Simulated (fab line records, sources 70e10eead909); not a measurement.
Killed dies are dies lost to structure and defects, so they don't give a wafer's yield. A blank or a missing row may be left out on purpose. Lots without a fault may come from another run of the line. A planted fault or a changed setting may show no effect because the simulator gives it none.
A struck lot beside a sound one | flow nand_harc | 17 steps out of a route of 1302
Sound: wafers L653.1, L653.3, L653.4. Struck: wafers L648.1, L648.2, L648.6. The cause comes at the end.
At each step with rows: each side's tool, then ch and its chambers, then its first start. Under that, the readings that differ: sound wafers | struck wafers | difference of the means | sigmas: that difference in standard deviations of wafers without a fault.
alike: readings whose means differ by less than 2 such deviations, and words and numbers that are the same on both sides. not compared: withheld readings, readings that some wafer has no value for, bounds like >300 that may hide the same value, and numbers for which the record gives no deviation and whose values overlap.
The two part at a step that has a row with sigmas, a row that says differs or no value, or rows on one side only. Numbers that don't overlap but have no deviation are shown without sigmas and don't part them. A reading that every wafer of one side lacks parts them only if that side has two wafers or more.

NHARC_A_M1_INSPECT_11:
  sound on defect_inspect-01, day 29 03:09; struck on defect_inspect-02, day 27 14:04
  alike: raw_defect_count
NHARC_A_M1_DESCUM_14: chemistry O2, time 3 s.
  sound on rie_diel-10 ch 0,2,3, day 29 03:13; struck on rie_diel-11 ch 1,2,3, day 27 14:07
  alike: chamber_pressure_mTorr, drypump_motor_current_A, oes_product_au, rf_vpp_V, showerhead_plenum_p_Torr, throttle_valve_pct
  not compared: rf_hours_counter_h
then, 1 step without rows for these wafers: NHARC_A_M1_ETCH_35 (etches the open film in N2/H2, target depth 40 nm, overetch 12 nm, time 43.94 s).
NHARC_A_M1_ETCH_15: etches the open film in C4F8/Ar, target depth 182.5 nm, time 91.2 s.
  sound on rie_diel-10 ch 0,2,3; struck on rie_diel-11 ch 2,3
  alike: chamber_pressure_mTorr, oes_product_au, rf_vpp_V
  not compared: rf_hours_counter_h
NHARC_A_M1_CD_MEAS_16:
  sound on cd_sem-03, day 29 03:31; struck on cd_sem-03, day 27 14:28
  alike: cd_nm
NHARC_A_M1_STRIP_18: strips in N2/H2.
  sound on rie_diel-11 ch 1,3, day 29 03:35; struck on rie_diel-01 ch 0,1, day 27 14:33
  alike: chamber_pressure_mTorr, drypump_motor_current_A, oes_product_au, rf_vpp_V, showerhead_plenum_p_Torr, throttle_valve_pct
  not compared: rf_hours_counter_h
then, 5 steps without rows for these wafers: NHARC_A_M1_ETCH_28 (etches the open film in CF4/N2, target depth 30 nm, time 72.99 s); NHARC_A_M1_STRIP_19 (strips in post etch residue remover, time 600 s); NHARC_A_M1_DEGAS_29 (time 60 s); NHARC_A_M1_PRE_CLEAN_30 (time 30 s); NHARC_A_M1_PVD_20 (deposits TaN, target thk 5 nm, time 8.06 s).
NHARC_A_M1_PVD_21: deposits Cu, target thk 30 nm, time 20.49 s.
  sound on pvd_sputter-02; struck on pvd_sputter-03
  alike: throttle_valve_pct
NHARC_A_M1_ECD_22: material Cu, target thk 400 nm.
  sound on ecd_cu-01 ch 0,1, day 29 04:40; struck on ecd_cu-02 ch 0,1, day 27 15:32
  no value came back on the struck wafers for bath_heat_duty_pct (%), bath_temp_c (C); on the sound wafers bath_heat_duty_pct (%) reads 6.1 7.3 5.0
NHARC_A_M1_ANNEAL_31: time 90 s.
  sound on rtp_anneal-01 ch 0, day 29 05:02; struck on rtp_anneal-02 ch 0, day 27 15:55
  alike: wafer_temp_C_max
NHARC_A_M1_CMP_23: polishes, t overpolish 20 s, target thk 154.34 nm.
  sound on cmp-04 ch 1,2,3, day 29 05:23; struck on cmp-02 ch 1,2,3, day 27 16:17
  reading                | sound          | struck      | difference | sigmas
  time_to_endpoint_s (s) | 28.2 26.8 27.9 | 0.8 2.8 1.7 | -25.9      | -13
  alike: motor_current_A, slurry_flow_ml_min
NHARC_A_M1_THK_MEAS_24: measures by xrf.
  sound on film_metro-01, day 29 05:42; struck on film_metro-02, day 27 16:35
  reading     | sound             | struck         | difference | sigmas
  thk_nm (nm) | 154.2 153.5 153.1 | 29.7 30.2 30.4 | -123.5     | -95
then, 1 step without rows for these wafers: NHARC_A_M1_SRD_25.

WHERE THEY PART
First at NHARC_A_M1_ECD_22; last, within this record, at NHARC_A_M1_THK_MEAS_24.

WHY: what the simulator had put in
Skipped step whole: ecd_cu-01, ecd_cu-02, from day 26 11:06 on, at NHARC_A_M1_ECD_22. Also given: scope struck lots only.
